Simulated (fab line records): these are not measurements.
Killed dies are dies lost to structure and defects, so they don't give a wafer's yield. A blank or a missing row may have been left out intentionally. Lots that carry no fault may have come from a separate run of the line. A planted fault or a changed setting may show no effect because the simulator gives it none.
Chamber matching    flow n5Finfet    N5_HKMG_FIN_ALD_79 on aldMetal-04 has 4 sister chambers
The step deposits TiN, target thk 1.5 nm, pulse time 1 s, purge time 3 s. 4 wafers are shown with their chamber, then 7 later ones without.

WAFERS, EACH WITH ITS CHAMBER
wafer   chamber  heaterPowerOuterW (W)
L083.1  1        562
L083.6  2        463
L085.1  3        517
L085.2  0        591

WAFERS WITH NO CHAMBER GIVEN
wafer   heaterPowerOuterW (W)
L085.3  475
L087.3  576
L087.4  469
L087.5  584
L094.1  528
L094.2  480
L094.4  559

CHAMBER TAKEN BY EACH
wafer   from the rows above      in truth
L085.3  2                        2
L087.3  can't be placed: 1 or 0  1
L087.4  2                        2
L087.5  can't be placed: 0 or 1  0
L094.1  3                        3
L094.2  can't be placed: 2 or 3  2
L094.4  1                        1
Correctly placed: 4 of 7. From these rows, 3 cannot be placed; in 3 the true chamber is one of the candidates. Wrongly placed: 0.
How it was worked out, from the rows above alone: a wafer's distance from a chamber is the root of the sum, over the readings, of the square of ((its reading less the chamber's mean) divided by the reading's scatter). The wafer belongs to the nearest chamber; if the next one is less than 2 further off, it can't be placed. For every chamber, the mean is computed from those of its wafers that are shown. The scatter: with one shown wafer a chamber, the root of the mean of the squares of how far each hidden wafer lies from its nearest shown one.
